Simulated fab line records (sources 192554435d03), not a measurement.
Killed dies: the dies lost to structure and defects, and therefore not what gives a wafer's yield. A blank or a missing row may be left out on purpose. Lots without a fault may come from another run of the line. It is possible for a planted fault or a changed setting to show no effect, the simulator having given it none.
Matching of chambers    flow n5_finfet    ald_sin-02 running N5_MOL_CONTACT_COAG_ALD_27: 4 sister chambers
The step deposits SiOC, target thk 17 nm, pulse time 1.5 s, time 2720 s. 20 wafers are shown with their chamber, then 10 later ones without.

## WAFERS, EACH WITH ITS CHAMBER
wafer   chamber  heater_power_w (W)  precursor_pulse_height_rel  susceptor_temp_C (C)
L076.3  2        714                 1.007                       400.10
L076.5  3        769                 1.004                       400.00
L076.6  0        828                 0.992                       400.21
L081.1  2        708                 1.012                       400.08
L081.3  1        960                 0.993                       400.12
L081.6  3        802                 1.000                       399.93
L085.2  2        713                 0.981                       400.20
L085.3  0        809                 0.994                       399.95
L085.4  1        946                 0.969                       400.07
L088.1  1        949                 1.003                       399.97
L088.3  2        724                 0.986                       399.96
L088.6  3        767                 0.995                       400.02
L089.3  1        954                 0.996                       400.15
L089.4  0        823                 0.987                       399.96
L089.6  0        811                 1.000                       400.02
L090.2  1        925                 0.996                       399.60
L090.4  2        701                 1.022                       400.00
L090.6  0        817                 0.986                       399.94
L093.2  2        739                 0.988                       399.99
L093.4  0        830                 1.020                       399.89

SIGNATURES, as means of the wafers listed above
reading                     chamber 0  chamber 1  chamber 2  chamber 3  scatter within a chamber
heater_power_w              819.67     946.80     716.50     779.33     13.1
precursor_pulse_height_rel  0.99650    0.99140    0.99933    0.99967    0.0134
susceptor_temp_C            399.9950   399.9820   400.0550   399.9833   0.139
Rule: a wafer's distance from a chamber is the root of the sum, over the readings, of the square of ((its reading less the chamber's mean) divided by the reading's scatter). If the next closest chamber is less than 2 further off than the closest, the wafer can't be placed; otherwise it belongs to the closest. The scatter: the root of (the sum of the squares of (reading less its chamber's mean) over the shown wafers, divided by (wafers less chambers)).

## WAFERS WHOSE CHAMBER IS MISSING
wafer   heater_power_w (W)  precursor_pulse_height_rel  susceptor_temp_C (C)
L093.5  842                 1.023                       400.05
L094.3  985                 1.029                       399.95
L094.4  809                 0.945                       400.18
L094.5  720                 0.977                       400.30
L095.2  806                 1.030                       399.83
L095.3  969                 1.013                       399.99
L095.5  834                 0.991                       400.00
L097.2  821                 0.973                       399.97
L097.3  789                 1.020                       399.92
L097.5  818                 0.960                       399.85

## WHICH CHAMBER EACH ONE RAN IN
wafer   from the rows above      in truth
L093.5  0                        0
L094.3  1                        1
L094.4  can't be placed: 0 or 3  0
L094.5  2                        2
L095.2  can't be placed: 0 or 3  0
L095.3  1                        1
L095.5  0                        0
L097.2  can't be placed: 0 or 3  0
L097.3  can't be placed: 3 or 0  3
L097.5  can't be placed: 0 or 3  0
Placed correctly: 5 of 10. Can't be placed from these rows: 5 (the true chamber is among the candidates in 5). Number placed wrongly: 0.
